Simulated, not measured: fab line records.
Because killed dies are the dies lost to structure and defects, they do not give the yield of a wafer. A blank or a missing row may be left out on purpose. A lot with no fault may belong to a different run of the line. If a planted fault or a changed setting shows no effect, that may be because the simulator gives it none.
fab line records ; flow nand_harc
record lots=6; wafers=18; last_day=23
route steps=1159 shown P_M2@339 P_BONDPAD@351 END@1159
lots that met no fault: from a run of the same line without faults
start_h: hours from the record's opening day to when the first of the lot's shown wafers began ; wait_h: how many hours have passed since the lot's step before this one ; " as in the row above ; L1.1+2: a row that stands for several wafers ; - either no value or no given start ; * or withheld: withheld ; < > ~ a bound
route shown NAME@n: a module of which the file shows steps, and the number in the route of the first ; usual: mean and standard deviation over wafers with no fault ; same: alike in all rows ; chamber/n: place in a boat ; sites: per-site readings ; _std_site: the values' standard deviation ; _edge_site: mean of outer sites minus mean of inner sites ; radius_mm: for every site, how far away it sits from the centre of the wafer ; mask NAME#n: copy n ; behind: the tool/chamber that last shaped the wafer ; hold: the reason the lot was held/the length of the hold in hours/how it ended ; device: the n, p or np transistor that did not switch ; end of line: tests of these same wafers at the route's end ; step lacking rows: just its recipe ; killed: dies that structure and defects cost at the first sort, which is not the same as the wafer's yield ; map: a wafer's dies, x killed, . not, _ none there
set.NAME: setting as actually run; set.NAME@STEP: the setting as run at that earlier step ; model.NAME: the simulator's own value behind a step, which no gauge read
lots seen at some steps along the route; tables by step, rows by wafer
services: a tool's chamber out of use, with start hour (start_h, from the record's first day; less than 0 if before it), hours out, and reason
## steps
# step NHARC_P_M2_PRE_CLEAN_30
# recipe time_s=30; temp_c=280; gas=H2/He
# step NHARC_P_M2_PVD_20
# recipe target_thk_a=50; bias_v=168.6; power_w=15000; chamber_pressure_pa=0.12; time_s=8.06; substrate_temp_c=50; material=TaN
# step NHARC_P_M2_PVD_21
# recipe target_thk_a=300; chamber_pressure_pa=5; power_w=5000; substrate_temp_c=30; time_s=20.49; material=Cu
# usual throttle_valve_pct=29.6/0.83
lot.wafer;tool;chamber;start_h;wait_h;throttle_valve_pct
L162.4;pvd_sputter-01;-;-;-;29.1
L162.1;pvd_sputter-01;-;-;-;29.7
L162.6;pvd_sputter-01;-;-;-;29.3
L166.2;pvd_sputter-02;-;-;-;29.1
L166.1;pvd_sputter-02;-;-;-;29.8
L166.6;pvd_sputter-02;-;-;-;30.7
L171.1;pvd_sputter-02;-;-;-;30.4
L171.2;pvd_sputter-02;-;-;-;29.8
L171.6;pvd_sputter-02;-;-;-;29.7
L174.2;pvd_sputter-01;-;-;-;28.1
L174.4;pvd_sputter-01;-;-;-;30.3
L174.5;pvd_sputter-01;-;-;-;28.3
L173.2;pvd_sputter-03;-;-;-;28.0
L173.6;pvd_sputter-03;-;-;-;28.2
L173.5;pvd_sputter-03;-;-;-;29.3
L177.4;pvd_sputter-03;-;-;-;29.8
L177.1;pvd_sputter-03;-;-;-;28.2
L177.3;pvd_sputter-03;-;-;-;29.1
# step NHARC_P_M2_ECD_22
# recipe target_thk_a=4000; bath_temp_c=25; material=Cu
# step NHARC_P_M2_ANNEAL_31
# recipe temp_c=225; time_s=90
# step NHARC_P_M2_CMP_23
# recipe t_overpolish_s=20; target_thk_nm=144.3
# step NHARC_P_M2_THK_MEAS_24
# recipe thk_meas_gauge=xrf
# usual thk_nm=144.5/1.5
lot.wafer;tool;chamber;start_h;wait_h;thk_nm
L162.1;film_metro-01;-;140.78;-;145.4
L162.4;film_metro-01;-;140.78;-;144.3
L162.6;film_metro-01;-;140.78;-;143.7
L166.1;film_metro-01;-;156.24;-;144.6
L166.2;film_metro-01;-;156.24;-;143.9
L166.6;film_metro-01;-;156.24;-;141.0
L171.1;film_metro-02;-;193.38;-;145.7
L171.2;film_metro-02;-;193.38;-;144.9
L171.6;film_metro-02;-;193.38;-;147.4
L174.2;film_metro-01;-;207.31;-;144.8
L174.4;film_metro-01;-;207.31;-;143.1
L174.5;film_metro-01;-;207.31;-;147.4
L173.2;film_metro-02;-;207.77;-;145.1
L173.5;film_metro-02;-;207.77;-;146.5
L173.6;film_metro-02;-;207.77;-;146.1
L177.1;film_metro-02;-;224.95;-;143.6
L177.3;film_metro-02;-;224.95;-;146.5
L177.4;film_metro-02;-;224.95;-;146.7
# step NHARC_P_M2_SRD_25
# step NHARC_P_M2_INSPECT_27
# usual raw_defect_count=310/120
lot.wafer;tool;chamber;start_h;wait_h;raw_defect_count
L162.1;defect_inspect-01;-;140.93;0.0;344
L162.4;defect_inspect-01;-;140.93;0.0;541
L162.6;defect_inspect-01;-;140.93;0.0;335
L166.1;defect_inspect-02;-;156.39;0.0;169
L166.2;defect_inspect-02;-;156.39;0.0;245
L166.6;defect_inspect-02;-;156.39;0.0;337
L171.1;defect_inspect-01;-;193.54;0.0;247
L171.2;defect_inspect-01;-;193.54;0.0;251
L171.6;defect_inspect-01;-;193.54;0.0;418
L174.2;defect_inspect-02;-;207.47;0.0;445
L174.4;defect_inspect-02;-;207.47;0.0;430
L174.5;defect_inspect-02;-;207.47;0.0;198
L173.2;defect_inspect-01;-;207.93;0.0;308
L173.5;defect_inspect-01;-;207.93;0.0;368
L173.6;defect_inspect-01;-;207.93;0.0;404
L177.1;defect_inspect-02;-;225.11;0.0;666
L177.3;defect_inspect-02;-;225.11;0.0;859
L177.4;defect_inspect-02;-;225.11;0.0;719
# step NHARC_P_M2_PRE_CLEAN_32
# recipe time_s=12; temp_c=370; rf_power_w=300; gas=NH3
# step NHARC_P_M2_DEP_33
# recipe target_thk_a=300; temp_c=370; target_thk_nm=30; pressure_torr=3; flow_sccm=200; rf_w=450; material=SiCN
# step NHARC_P_BONDPAD_DEP_00
# recipe target_thk_a=2500; temp_c=370; target_thk_nm=250; pressure_torr=3; flow_sccm=200; rf_w=450; material=SiCN
# usual heater_power_w=617/75; showerhead_vpp_V=1340/60; susceptor_temp_C=370.05/0.22
lot.wafer;tool;chamber;start_h;wait_h;heater_power_w;showerhead_vpp_V;susceptor_temp_C
L162.1;pecvd-01;2;141.52;-;587;1344;370.13
L162.6;pecvd-01;2;141.52;-;600;1351;370.17
L162.4;pecvd-01;0;141.52;-;593;1354;369.61
L166.1;pecvd-01;0;157.15;-;646;1342;370.03
L166.2;pecvd-01;1;157.15;-;614;1439;370.20
L166.6;pecvd-01;0;157.15;-;532;1343;370.25
L171.1;pecvd-04;2;194.07;-;646;1328;370.13
L171.2;pecvd-04;1;194.07;-;543;1335;370.14
L171.6;pecvd-04;2;194.07;-;666;1344;370.15
L174.2;pecvd-01;2;208.12;-;659;1353;370.24
L174.4;pecvd-01;0;208.12;-;622;1352;369.97
L174.5;pecvd-01;2;208.12;-;656;1354;369.99
L173.2;pecvd-01;1;208.53;-;719;1440;369.99
L173.6;pecvd-01;0;208.53;-;594;1356;370.02
L173.5;pecvd-01;2;208.53;-;711;1364;370.02
L177.1;pecvd-04;2;225.75;-;633;1368;369.91
L177.3;pecvd-04;0;225.75;-;665;1226;370.25
L177.4;pecvd-04;0;225.75;-;539;1246;370.15
# step NHARC_P_BONDPAD_CMP_32
# recipe target_thk_nm=200; material=SiCN
# usual motor_current_A=11.8/1.2
lot.wafer;tool;chamber;start_h;wait_h;motor_current_A
L162.4;cmp-02;3;141.90;-;11.2
L162.1;cmp-02;0;141.90;-;10.0
L162.6;cmp-02;3;141.90;-;11.1
L166.1;cmp-01;3;157.56;-;14.3
L166.2;cmp-01;0;157.56;-;11.2
L166.6;cmp-01;3;157.56;-;14.3
L171.2;cmp-02;3;194.50;-;10.8
L171.1;cmp-02;0;194.50;-;10.6
L171.6;cmp-02;2;194.50;-;12.8
L174.4;cmp-02;2;208.43;-;13.8
L174.2;cmp-02;1;208.43;-;11.9
L174.5;cmp-02;2;208.43;-;12.8
L173.2;cmp-01;2;208.98;-;11.7
L173.5;cmp-01;3;208.98;-;14.0
L173.6;cmp-01;0;208.98;-;11.3
L177.4;cmp-01;0;226.11;-;11.0
L177.1;cmp-01;1;226.11;-;12.1
L177.3;cmp-01;3;226.11;-;15.3
# step NHARC_P_BONDPAD_THK_MEAS_33
# recipe thk_meas_gauge=ellipsometry
# usual thk_nm=199.9/1.7
lot.wafer;tool;chamber;start_h;wait_h;thk_nm
L162.1;film_metro-02;-;142.13;0.2;198.7
L162.4;film_metro-02;-;142.13;0.2;200.5
L162.6;film_metro-02;-;142.13;0.2;202.1
L166.1;film_metro-02;-;157.82;0.2;200.8
L166.2;film_metro-02;-;157.82;0.2;201.3
L166.6;film_metro-02;-;157.82;0.2;199.4
L171.1;film_metro-01;-;194.73;0.2;197.8
L171.2;film_metro-01;-;194.73;0.2;201.0
L171.6;film_metro-01;-;194.73;0.2;200.8
L174.2;film_metro-01;-;208.68;0.1;201.1
L174.4;film_metro-01;-;208.68;0.1;198.5
L174.5;film_metro-01;-;208.68;0.1;200.1
L173.2;film_metro-02;-;209.16;0.2;197.8
L173.5;film_metro-02;-;209.16;0.2;202.1
L173.6;film_metro-02;-;209.16;0.2;201.7
L177.1;film_metro-02;-;226.36;0.2;198.6
L177.3;film_metro-02;-;226.36;0.2;199.9
L177.4;film_metro-02;-;226.36;0.2;200.4
# step NHARC_P_BONDPAD_SRD_34
# step NHARC_P_BONDPAD_DEHYDRATE_01
# recipe temp_c=150; time_s=120
# step NHARC_P_BONDPAD_HMDS_02
# recipe time_s=30
# step NHARC_P_BONDPAD_COAT_36
# recipe temp_c=200; time_s=65
# step NHARC_P_BONDPAD_COAT_03
# recipe spin_rpm=2000; resist_thk_nm=600
# step NHARC_P_BONDPAD_SOFTBAKE_04
# recipe temp_c=125; time_s=70
# step NHARC_P_BONDPAD_EBR_05
# step NHARC_P_BONDPAD_EXPOSE_06
# recipe na=0.55; dose_mj=37.06; mask_id=P_BPAD
# step NHARC_P_BONDPAD_PEB_07
# recipe peb_temp_c=128; peb_time_s=80
# step NHARC_P_BONDPAD_DEVELOP_08
# recipe time_s=50; dev_temp_c=22
# step NHARC_P_BONDPAD_CD_MEAS_09
# recipe target_cd_nm=500; landing_energy_ev=500
# usual cd_nm=499.5/2
lot.wafer;tool;chamber;start_h;wait_h;cd_nm
L162.1;cd_sem-01;0;142.57;-;498.4
L162.4;cd_sem-01;0;142.57;-;494.3
L162.6;cd_sem-01;0;142.57;-;493.4
L166.1;cd_sem-02;0;158.39;-;497.0
L166.2;cd_sem-02;0;158.39;-;500.3
L166.6;cd_sem-02;0;158.39;-;498.8
L171.1;cd_sem-01;0;195.29;-;497.9
L171.2;cd_sem-01;0;195.29;-;500.7
L171.6;cd_sem-01;0;195.29;-;498.1
L174.2;cd_sem-02;0;209.13;-;496.2
L174.4;cd_sem-02;0;209.13;-;496.6
L174.5;cd_sem-02;0;209.13;-;501.1
L173.2;cd_sem-03;0;209.61;-;494.7
L173.5;cd_sem-03;0;209.61;-;498.7
L173.6;cd_sem-03;0;209.61;-;499.7
L177.1;cd_sem-03;0;226.92;-;500.9
L177.3;cd_sem-03;0;226.92;-;499.6
L177.4;cd_sem-03;0;226.92;-;497.6
# step NHARC_P_BONDPAD_OVL_MEAS_38
# usual overlay_x_nm=-2/5.8; overlay_y_nm=2/5.2
lot.wafer;tool;chamber;start_h;wait_h;overlay_x_nm;overlay_y_nm
L162.1;overlay-01;-;142.66;-;-1;7
L162.4;overlay-01;-;142.66;-;-1;6
L162.6;overlay-01;-;142.66;-;-1;7
L166.1;overlay-02;-;158.48;-;4;0
L166.2;overlay-02;-;158.48;-;4;0
L166.6;overlay-02;-;158.48;-;4;0
L171.1;overlay-01;-;195.38;-;-8;-3
L171.2;overlay-01;-;195.38;-;-8;-2
L171.6;overlay-01;-;195.38;-;-8;-3
L174.2;overlay-01;-;209.21;-;-7;0
L174.4;overlay-01;-;209.21;-;-6;0
L174.5;overlay-01;-;209.21;-;-6;0
L173.2;overlay-02;-;209.69;-;-2;-9
L173.5;overlay-02;-;209.69;-;-3;-9
L173.6;overlay-02;-;209.69;-;-3;-9
L177.1;overlay-02;-;227.01;-;-3;1
L177.3;overlay-02;-;227.01;-;-4;0
L177.4;overlay-02;-;227.01;-;-3;1
# step NHARC_P_BONDPAD_HARDBAKE_10
# recipe temp_c=118; time_s=65
# step NHARC_P_BONDPAD_DESCUM_11
# recipe time_s=3; o2_flow_sccm=200; ar_flow_sccm=0; bias_power_w=0; chemistry=O2
# step NHARC_P_BONDPAD_ETCH_37
# recipe target_depth_a=600; overetch_a=180; time_s=65.91; ion_energy_ev=200; n2_flow_sccm=150; h2_flow_sccm=150; ar_flow_sccm=0; rf_w=400; bias_w=150; chemistry=N2/H2
# step NHARC_P_BONDPAD_ETCH_12
# recipe target_depth_a=2000; time_s=100; chf3_flow_sccm=50; o2_flow_sccm=10; ar_flow_sccm=200; rf_w=500; bias_w=200; chemistry=CHF3/O2
# step NHARC_P_BONDPAD_CD_MEAS_13
# usual cd_nm=498.5/2.2
lot.wafer;tool;chamber;start_h;wait_h;cd_nm
L162.1;cd_sem-03;-;143.11;-;496.5
L162.4;cd_sem-03;-;143.11;-;493.2
L162.6;cd_sem-03;-;143.11;-;493.0
L166.1;cd_sem-03;-;158.91;-;495.9
L166.2;cd_sem-03;-;158.91;-;499.7
L166.6;cd_sem-03;-;158.91;-;497.3
L171.1;cd_sem-03;-;195.82;-;497.0
L171.2;cd_sem-03;-;195.82;-;498.1
L171.6;cd_sem-03;-;195.82;-;496.0
L174.2;cd_sem-02;-;209.65;-;495.9
L174.4;cd_sem-02;-;209.65;-;495.3
L174.5;cd_sem-02;-;209.65;-;500.4
L173.2;cd_sem-03;-;210.15;-;492.9
L173.5;cd_sem-03;-;210.15;-;498.3
L173.6;cd_sem-03;-;210.15;-;499.1
L177.1;cd_sem-01;-;227.45;-;500.5
L177.3;cd_sem-01;-;227.45;-;497.8
L177.4;cd_sem-01;-;227.45;-;496.9
# step NHARC_P_BONDPAD_STRIP_15
# recipe o2_flow_sccm=500; ar_flow_sccm=0; bias_w=0; chemistry=O2
# step NHARC_P_BONDPAD_ETCH_24
# recipe target_depth_a=300; over_etch_frac=0.3; time_s=72.99; ion_energy_ev=150; cf4_flow_sccm=50; n2_flow_sccm=100; ar_flow_sccm=150; rf_w=300; bias_w=100; chemistry=CF4/N2
# step NHARC_P_BONDPAD_STRIP_16
# recipe time_s=600; temp_c=30; chemistry=post_etch_residue_remover
# step NHARC_P_BONDPAD_DEGAS_25
# recipe temp_c=300; time_s=60
# step NHARC_P_BONDPAD_PRE_CLEAN_26
# recipe time_s=30; temp_c=280; gas=H2/He
# step NHARC_P_BONDPAD_PVD_17
# recipe target_thk_a=50; bias_v=168.6; power_w=15000; chamber_pressure_pa=0.12; time_s=8.06; substrate_temp_c=50; material=TaN
# usual bias_v=168.3/1.8; throttle_valve_pct=29.6/0.66
lot.wafer;tool;chamber;start_h;wait_h;bias_v;throttle_valve_pct
L162.4;pvd_sputter-03;-;-;-;168.2;29.8
L162.1;pvd_sputter-03;-;-;-;167.8;29.4
L162.6;pvd_sputter-03;-;-;-;169.1;29.7
L166.2;pvd_sputter-02;-;-;-;168.0;29.4
L166.1;pvd_sputter-02;-;-;-;169.7;30.6
L166.6;pvd_sputter-02;-;-;-;167.7;29.8
L171.2;pvd_sputter-02;-;-;-;165.6;30.6
L171.1;pvd_sputter-02;-;-;-;165.7;29.6
L171.6;pvd_sputter-02;-;-;-;166.1;29.8
L174.2;pvd_sputter-01;-;-;-;169.9;28.4
L174.4;pvd_sputter-01;-;-;-;169.9;29.1
L174.5;pvd_sputter-01;-;-;-;167.6;28.6
L173.2;pvd_sputter-02;-;-;-;170.3;30.1
L173.5;pvd_sputter-02;-;-;-;167.1;29.8
L173.6;pvd_sputter-02;-;-;-;164.2;29.2
L177.3;pvd_sputter-03;-;-;-;168.9;29.7
L177.4;pvd_sputter-03;-;-;-;165.2;29.7
L177.1;pvd_sputter-03;-;-;-;170.4;29.5
# step NHARC_P_BONDPAD_PVD_27
# recipe target_thk_a=300; chamber_pressure_pa=5; power_w=5000; substrate_temp_c=30; time_s=20.49; material=Cu
# usual throttle_valve_pct=29.5/0.69
lot.wafer;tool;chamber;start_h;wait_h;throttle_valve_pct
L162.4;pvd_sputter-03;-;-;-;29.4
L162.1;pvd_sputter-03;-;-;-;29.3
L162.6;pvd_sputter-03;-;-;-;28.3
L166.2;pvd_sputter-02;-;-;-;29.2
L166.1;pvd_sputter-02;-;-;-;30.5
L166.6;pvd_sputter-02;-;-;-;30.7
L171.2;pvd_sputter-02;-;-;-;29.8
L171.1;pvd_sputter-02;-;-;-;29.2
L171.6;pvd_sputter-02;-;-;-;29.2
L174.2;pvd_sputter-01;-;-;-;30.3
L174.4;pvd_sputter-01;-;-;-;28.3
L174.5;pvd_sputter-01;-;-;-;29.2
L173.2;pvd_sputter-02;-;-;-;29.9
L173.6;pvd_sputter-02;-;-;-;30.0
L173.5;pvd_sputter-02;-;-;-;29.6
L177.1;pvd_sputter-03;-;-;-;29.6
L177.4;pvd_sputter-03;-;-;-;28.3
L177.3;pvd_sputter-03;-;-;-;29.3
# step NHARC_P_BONDPAD_ECD_18
# recipe target_thk_a=4000; bath_temp_c=25; material=Cu
# step NHARC_P_BONDPAD_ANNEAL_28
# recipe temp_c=225; time_s=90
# usual wafer_temp_C_max=225.96/0.29
lot.wafer;tool;chamber;start_h;wait_h;wafer_temp_C_max
L162.1;rtp_anneal-02;0;144.47;0.3;225.55
L162.4;rtp_anneal-02;0;144.47;0.3;226.05
L162.6;rtp_anneal-02;0;144.47;0.3;225.52
L166.1;rtp_anneal-02;0;160.32;-;225.70
L166.2;rtp_anneal-02;0;160.32;-;225.53
L166.6;rtp_anneal-02;0;160.32;-;225.99
L171.1;rtp_anneal-01;0;197.19;-;226.05
L171.2;rtp_anneal-01;0;197.19;-;226.39
L171.6;rtp_anneal-01;0;197.19;-;225.90
L174.2;rtp_anneal-02;0;211.17;0.5;225.97
L174.4;rtp_anneal-02;0;211.17;0.5;226.04
L174.5;rtp_anneal-02;0;211.17;0.5;225.89
L173.2;rtp_anneal-01;0;211.68;-;225.65
L173.5;rtp_anneal-01;0;211.68;-;225.84
L173.6;rtp_anneal-01;0;211.68;-;226.44
L177.1;rtp_anneal-01;0;228.83;0.3;225.95
L177.3;rtp_anneal-01;0;228.83;0.3;225.97
L177.4;rtp_anneal-01;0;228.83;0.3;225.84
# step NHARC_P_BONDPAD_CMP_19
# recipe t_overpolish_s=30; cu_recess_touch_s=16; target_thk_nm=160.81
# step NHARC_END_SORT_01
# recipe temp_c=25
# usual defect_limited_yield=96.2/1.3; killed_at_array=21/8.9; killed_at_other=0.8/1.3; killed_at_periphery=3.6/2.4; killed_dies=26/8.9; killed_open=3.1/1.8; killed_short=1.9/1.3; sort_bin_2_pct=1.2/0.54; sort_bin_3_pct=0.21/0.17; sort_bin_4_pct=2.4/0.91; sort_n_pass=651/8.9; sort_rim_yield_pct=95.0/2.8; sort_yield_pct=96.2/1.3
# same gross_dies=677; sort_bin_5_pct[%]=0; sort_bin_6_pct[%]=0; sort_bin_7_pct[%]=0; sort_bin_8_pct[%]=0; sort_rim_n_gross=106.00
lot.wafer;tool;chamber;start_h;wait_h;defect_limited_yield[%];killed_at_array;killed_at_other;killed_at_periphery;killed_dies;killed_open;killed_short;sort_bin_2_pct[%];sort_bin_3_pct[%];sort_bin_4_pct[%];sort_n_pass;sort_rim_yield_pct[%];sort_yield_pct[%]
L166.1;prober-02;0;463.58;2.5;94.4;33;2;3;38;3;3;1.3;0.15;4.1;639;96.2;94.4
L166.2;prober-02;0;464.38;2.8;94.5;33;0;4;37;3;0;1.8;0;3.7;640;90.6;94.5
L166.6;prober-02;0;467.56;4.0;94.7;35;0;1;36;0;2;1.9;0.30;3.1;641;96.2;94.7
L174.2;prober-01;0;524.34;2.8;86.1;33;0;61;94;6;1;7.1;1.92;4.9;583;82.1;86.1
L174.5;prober-01;0;526.74;3.7;87.9;24;0;58;82;1;0;5.5;2.81;3.8;595;82.1;87.9
L173.5;prober-02;0;531.77;3.7;89.4;12;1;59;72;2;1;4.4;2.95;3.2;605;85.8;89.4
L177.1;prober-02;0;543.07;2.6;97.6;15;1;0;16;1;4;0.6;0.30;1.5;661;95.3;97.6
L177.3;prober-02;0;544.67;3.1;96.9;18;0;3;21;2;3;0.9;0.15;2.1;656;94.3;96.9
L177.4;prober-02;0;545.48;3.4;98.1;11;0;2;13;5;0;0.3;0.15;1.5;664;98.1;98.1
# killed by level:class
L166.1 A_CHANNEL_HOLE_D1:chamber_film_flake=12 A_SLIT:chamber_film_flake=11 A_CONTACT:chamber_film_flake=4 P_CONTACT:chamber_film_flake=2 A_STAIRCASE:chamber_film_flake=2 P_CONTACT:geometric_particle:open=1 A_CHANNEL_HOLE_D1:geometric_particle:short=1 A_SGD_CUT:geometric_particle:open=1
L166.2 A_CHANNEL_HOLE_D1:chamber_film_flake=13 A_CONTACT:chamber_film_flake=10 A_SLIT:chamber_film_flake=6 A_STAIRCASE:chamber_film_flake=3 P_CONTACT:chamber_film_flake=2 P_CONTACT:geometric_particle:open=1 P_M0:geometric_particle:open=1 A_ONON_D1:geometric_particle:open=1
L166.6 A_CHANNEL_HOLE_D1:chamber_film_flake=17 A_STAIRCASE:chamber_film_flake=6 A_SLIT:chamber_film_flake=6 A_CONTACT:chamber_film_flake=4 P_GATE:geometric_particle:short=1 A_CHANNEL_FILL_D1:geometric_particle:short=1 A_CHANNEL_FILL_D1:chamber_film_flake=1
L174.2 P_BONDPAD:unspecified=53 A_CHANNEL_HOLE_D1:chamber_film_flake=23 P_ZERO_WELL:chamber_film_flake=5 A_M0:geometric_particle:open=3 A_SLIT:chamber_film_flake=3 A_CONTACT:chamber_film_flake=2 P_CONTACT:geometric_particle:open=1 P_M0:geometric_particle:open=1
L174.5 P_BONDPAD:unspecified=56 A_CHANNEL_HOLE_D1:chamber_film_flake=15 A_SLIT:chamber_film_flake=5 P_ZERO_WELL:chamber_film_flake=2 A_CONTACT:chamber_film_flake=2 A_CONTACT:geometric_particle:open=1 A_WL_FILL:chamber_film_flake=1
L173.5 P_BONDPAD:unspecified=52 A_SLIT:chamber_film_flake=3 A_CHANNEL_HOLE_D1:chamber_film_flake=3 A_CONTACT:chamber_film_flake=3 P_ZERO_WELL:chamber_film_flake=2 P_STI:chamber_film_flake=2 P_M2:chamber_film_flake=2 P_CONTACT:geometric_particle:open=1
L177.1 A_CONTACT:chamber_film_flake=5 A_CHANNEL_HOLE_D1:chamber_film_flake=3 A_ONON_D1:geometric_particle:short=1 A_CHANNEL_HOLE_D1:geometric_particle:short=1 A_SGD_CUT:geometric_particle:short=1 A_CONTACT:geometric_particle:open=1 A_M1:geometric_particle:short=1 A_ZERO_WELL:chamber_film_flake=1
L177.3 A_CHANNEL_HOLE_D1:chamber_film_flake=6 A_CONTACT:chamber_film_flake=5 A_BLC:geometric_particle:short=2 P_M0:geometric_particle:open=1 A_STAIRCASE:geometric_particle:short=1 A_CONTACT:geometric_particle:open=1 P_ZERO_WELL:chamber_film_flake=1 P_BONDPAD:chamber_film_flake=1
L177.4 A_CHANNEL_HOLE_D1:chamber_film_flake=4 A_ONON_D1:geometric_particle:open=2 A_WL_FILL:chamber_film_flake=2 P_CONTACT:geometric_particle:open=1 P_M1:geometric_particle:open=1 A_CHANNEL_FILL_D1:geometric_particle:open=1 A_ZERO_WELL:chamber_film_flake=1 A_CONTACT:chamber_film_flake=1
# map L173.5 (x killed, . not)
____________.____________
_________......._________
_______..........._______
______.............______
_____..............._____
____.................____
____.x...............____
___.........x.........___
___..x................___
__.....................__
__.x...................__
_...x........x.........._
_......................._
_..x...................._
_.................x....._
_x.......x.............._
.xxx.x.....x......x......
xxxxx....................
xxxxx...x................
xxxxx....................
xxxxx....................
_xxxxx.................._
_xxxxxx................._
_xxxxxx................._
_xxxx..................._
_xxx....x..............._
__xx...................__
__x....................__
___.x.................___
___...................___
____.................____
____.................____
_____..............._____
______...xx........______
_______..xxx......_______
_________x......_________
____________.____________
# map L174.2 (x killed, . not)
____________.____________
_________.....xx_________
_______.....x..x.._______
______......x......______
_____..............._____
____.....x...........____
____.................____
___...x...............___
___..x......x.........___
__...............x.....__
__.....................__
_......x................_
_.....xxx..............._
_..xxxxxx..............._
_.x.xxxxx..............x_
_x.x.x...x.............._
xx.x.xx...x..............
xxxxxx....x..............
xxxxx.x..................
xxxxxx................x..
xxxxxx...................
_xxxxx.................._
_xxxxxx................._
_xxxxx.................._
_xxx..................x._
_xxxx..................x_
__xxx................x.__
__.x...................__
___...................___
___...................___
____.................____
____.................____
_____.............x._____
______.............______
_______..........._______
_________......._________
____________.____________
## services
tool;chamber;start_h;hours;kind
cmp-02;-;128.50;4.0;pm
cmp-02;-;132.50;-;consumable_replace:conditioner
cmp-02;-;132.50;-;consumable_replace:pad
cmp-01;-;133.87;1.8;repair
pvd_sputter-03;-;149.01;1.8;repair
pvd_sputter-01;-;158.36;10.0;pm
cmp-02;-;167.06;1.8;repair
cmp-01;-;179.50;4.0;pm
cmp-01;-;183.50;-;consumable_replace:conditioner
cmp-01;-;183.50;-;consumable_replace:pad
pecvd-04;-;196.68;13.0;pm
pecvd-04;0;196.68;13.0;vent_cycle
pecvd-04;1;196.68;13.0;vent_cycle
pecvd-04;2;196.68;13.0;vent_cycle
pvd_sputter-03;-;200.98;2.4;repair
pecvd-04;0;209.68;-;clean
pecvd-04;1;209.68;-;clean
pecvd-04;2;209.68;-;clean
pvd_sputter-02;-;214.02;10.0;pm
pecvd-01;1;216.04;15.7;repair
cmp-02;-;226.50;4.0;pm
## key
first_sign step=NHARC_END_SORT_01; reading=killed_at_periphery; direction=up; sigmas=23; usual=3.6; struck=59.3
effect step=NHARC_END_SORT_01; reading=killed_dies; direction=up; sigmas=6.4; usual=26; struck=83
more_kills_born_at NHARC_P_BONDPAD_DEP_00@pecvd-01=161
met_at NHARC_P_BONDPAD_DEP_00
struck_wafers L173.5,L174.2,L174.5
fault kind=chamber_particle_source; tool=pecvd-01; chamber=2; onset_h=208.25; steps=NHARC_P_BONDPAD_DEP_00; rate_per_visit_cm2=0.68992; end_h=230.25
